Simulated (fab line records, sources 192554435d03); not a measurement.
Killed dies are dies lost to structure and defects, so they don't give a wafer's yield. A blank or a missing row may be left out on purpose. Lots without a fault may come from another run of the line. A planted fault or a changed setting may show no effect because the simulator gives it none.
Split-lot experiment | flow n5_finfet | 7 lots, 39 wafers read, on a route of 1938 steps

THE SPLIT
At N5_BEOL_M12_ETCH_68 (etches SOC in N2/H2, time 285 s), the setting target_depth_a was moved away from the recipe's 5700 angstrom on 9 of the 39 wafers read, by -48.9% to +20.4%. The other wafers ran this setting at the recipe's value.

The reading is taken at the split's own step.

THE READING
SiARC_of_BEOL_M12_COAT_66.thk_nm (the simulator's own value, which no gauge read), in nm, at N5_BEOL_M12_ETCH_68 (etches SOC in N2/H2, time 285 s). The file gives no usual value for it. The 30 wafers here that ran the recipe average 85.8 nm, standard deviation 0.28 nm.

wafer  | tool, chamber at the split | target_depth_a as run, angstrom | against the recipe | SiARC_of_BEOL_M12_COAT_66.thk_nm, nm | against lot-mates on the recipe
L074.1 | rie_diel-04, 1,0           | 5700                            | recipe             | 86.4                                 | -
L074.6 | rie_diel-04, 1,0           | 5700                            | recipe             | 86.4                                 | -
L074.2 | rie_diel-04, 0             | 5700                            | recipe             | 86                                   | -
L074.3 | rie_diel-04, 3,2           | 5700                            | recipe             | 85.8                                 | -
L074.4 | rie_diel-04, 3,2           | 5700                            | recipe             | 85.8                                 | -
L074.5 | rie_diel-04, 3             | 5700                            | recipe             | 85.6                                 | -
L078.1 | rie_diel-04, 1             | 2910                            | -48.9%             | 97.6                                 | +12.1
L078.2 | rie_diel-04, 0             | 5700                            | recipe             | 85.8                                 | -
L078.3 | rie_diel-04, 3,2           | 2910                            | -48.9%             | 97.4                                 | +11.9
L078.4 | rie_diel-04, 3,2           | 2910                            | -48.9%             | 97.4                                 | +11.9
L078.5 | rie_diel-04, 2             | 5700                            | recipe             | 85.6                                 | -
L078.6 | rie_diel-04, 3             | 5700                            | recipe             | 85.2                                 | -
L085.1 | rie_diel-05, 1             | 5700                            | recipe             | 85.8                                 | -
L085.2 | rie_diel-05, 0,2,0,1       | 5700                            | recipe             | 86                                   | -
L085.3 | rie_diel-05, 0,2,0,1       | 5700                            | recipe             | 86                                   | -
L085.5 | rie_diel-05, 0,2,0,1       | 5700                            | recipe             | 86                                   | -
L085.6 | rie_diel-05, 0,2,0,1       | 5700                            | recipe             | 86                                   | -
L085.4 | rie_diel-05, 3             | 5700                            | recipe             | 85.6                                 | -
L088.3 | rie_diel-04, 3             | 5700                            | recipe             | 85.6                                 | -
L088.5 | rie_diel-04, 1,2           | 5700                            | recipe             | 85.8                                 | -
L088.6 | rie_diel-04, 1,2           | 5700                            | recipe             | 85.8                                 | -
L089.1 | rie_diel-06, 1             | 5700                            | recipe             | 86                                   | -
L089.2 | rie_diel-06, 0             | 5700                            | recipe             | 85.6                                 | -
L089.6 | rie_diel-06, 0             | 5700                            | recipe             | 85.6                                 | -
L089.3 | rie_diel-06, 3             | 5700                            | recipe             | 85.2                                 | -
L089.4 | rie_diel-06, 2             | 5700                            | recipe             | 86.2                                 | -
L089.5 | rie_diel-06, 1             | 5700                            | recipe             | 85.8                                 | -
L090.1 | rie_diel-05, 2             | 5700                            | recipe             | 85.4                                 | -
L090.2 | rie_diel-05, 0             | 6861                            | +20.4%             | 81                                   | -4.6
L090.3 | rie_diel-05, 3             | 6861                            | +20.4%             | 80.8                                 | -4.8
L090.4 | rie_diel-05, 1             | 6861                            | +20.4%             | 81.6                                 | -4.0
L090.5 | rie_diel-05, 2             | 5700                            | recipe             | 85.6                                 | -
L090.6 | rie_diel-05, 1             | 5700                            | recipe             | 85.8                                 | -
L095.1 | rie_diel-04, 3             | 6564                            | +15.2%             | 82                                   | -3.8
L095.2 | rie_diel-04, 1             | 6564                            | +15.2%             | 82.8                                 | -3.0
L095.3 | rie_diel-04, 2             | 5700                            | recipe             | 85.8                                 | -
L095.4 | rie_diel-04, 1             | 5700                            | recipe             | 86                                   | -
L095.5 | rie_diel-04, 2             | 5700                            | recipe             | 85.6                                 | -
L095.6 | rie_diel-04, 3             | 6564                            | +15.2%             | 81.6                                 | -4.2
Where a row lists several chambers, the file gives one row for several wafers and doesn't say which wafer went through which chamber.

THE FIT
A straight line over all 39 wafers: SiARC_of_BEOL_M12_COAT_66.thk_nm changes by -0.237 nm for each +1% of target_depth_a; r = -1.00; the points scatter about the line by 0.31 nm.
The same after taking each lot's own level away (the mean of its wafers on the recipe; 39 wafers): -0.24 nm for each +1%; r = -1.00; scatter 0.3 nm.
On that fit, the largest move of target_depth_a shifts the reading by 12 nm.
The lots' own levels span 85.53 to 86.00 nm, that is 1.7 times the standard deviation above.
So the lot-to-lot level changes the slope little: the two slopes agree.
Check: with one of the wafers moved furthest among these (-48.9%) left out of the fit, the line predicts +11.7 nm for it against its lot-mates. It came out at +12.1 nm against them.

OTHER SPLITS ON THESE WAFERS
These wafers also went through other splits before the reading. Each is held against what the fit with the lots' levels taken away leaves over:
other split on the same wafers    | wafers away from the commonest value | r with SiARC_of_BEOL_M12_COAT_66.thk_nm (lot level and that fit taken away)
N5_HKMG_FIN_ALD_21 ald_cycles     | 12                                   | -0.11
N5_BEOL_M2_ALD_98 ald_cycles      | 12                                   | -0.27
N5_BEOL_M5_ILD_DEP_00 time_s      | 12                                   | -0.04
N5_BEOL_M6_ETCH_66 target_depth_a | 15                                   | +0.05

THE FILE'S OWN FIT
SiARC_of_BEOL_M12_COAT_66.thk_nm changes by -0.24 nm for each +1% of target_depth_a, r = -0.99.
